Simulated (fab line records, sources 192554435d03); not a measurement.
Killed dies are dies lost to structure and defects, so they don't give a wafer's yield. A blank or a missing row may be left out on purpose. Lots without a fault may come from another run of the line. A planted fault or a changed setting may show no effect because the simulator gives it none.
Chamber matching | flow n5_finfet | N5_ILD0_CMP_03 on cmp-03: 4 sister chambers
The step polishes, stops on SiNx, t overpolish 1.9 s, target thk 197.38 nm. 4 wafers are shown with their chamber, then 9 later ones without.

WAFERS WITH THEIR CHAMBER
wafer  | chamber | motor_current_A (A)
L089.1 | 3       | 13.3
L089.6 | 1       | 13.8
L091.3 | 0       | 11.4
L091.6 | 2       | 10.6

WAFERS WITHOUT THEIR CHAMBER
wafer  | motor_current_A (A)
L094.1 | 11.7
L094.2 | 13.6
L094.6 | 11.9
L095.2 | 12.9
L095.3 | 10.9
L095.5 | 13.5
L096.1 | 14.4
L096.2 | 10.8
L096.4 | 12.9

WHICH CHAMBER EACH WENT THROUGH
wafer  | from the rows above     | in truth
L094.1 | 0                       | 0
L094.2 | can't be placed: 1 or 3 | 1
L094.6 | 0                       | 0
L095.2 | can't be placed: 3 or 1 | 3
L095.3 | can't be placed: 2 or 0 | 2
L095.5 | can't be placed: 3 or 1 | 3
L096.1 | can't be placed: 1 or 3 | 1
L096.2 | can't be placed: 2 or 0 | 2
L096.4 | can't be placed: 3 or 1 | 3
Placed correctly: 2 of 9. Can't be placed from these rows: 7 (the true chamber is among the candidates in 7). Placed wrongly: 0.
How it was worked out, from the rows above alone: a wafer's distance from a chamber is the root of the sum, over the readings, of the square of ((its reading less the chamber's mean) divided by the reading's scatter). The wafer belongs to the nearest chamber; if the next one is less than 2 further off, it can't be placed. A chamber's mean is the mean of its shown wafers. The scatter: with one shown wafer a chamber, the root of the mean of the squares of how far each hidden wafer lies from its nearest shown one.
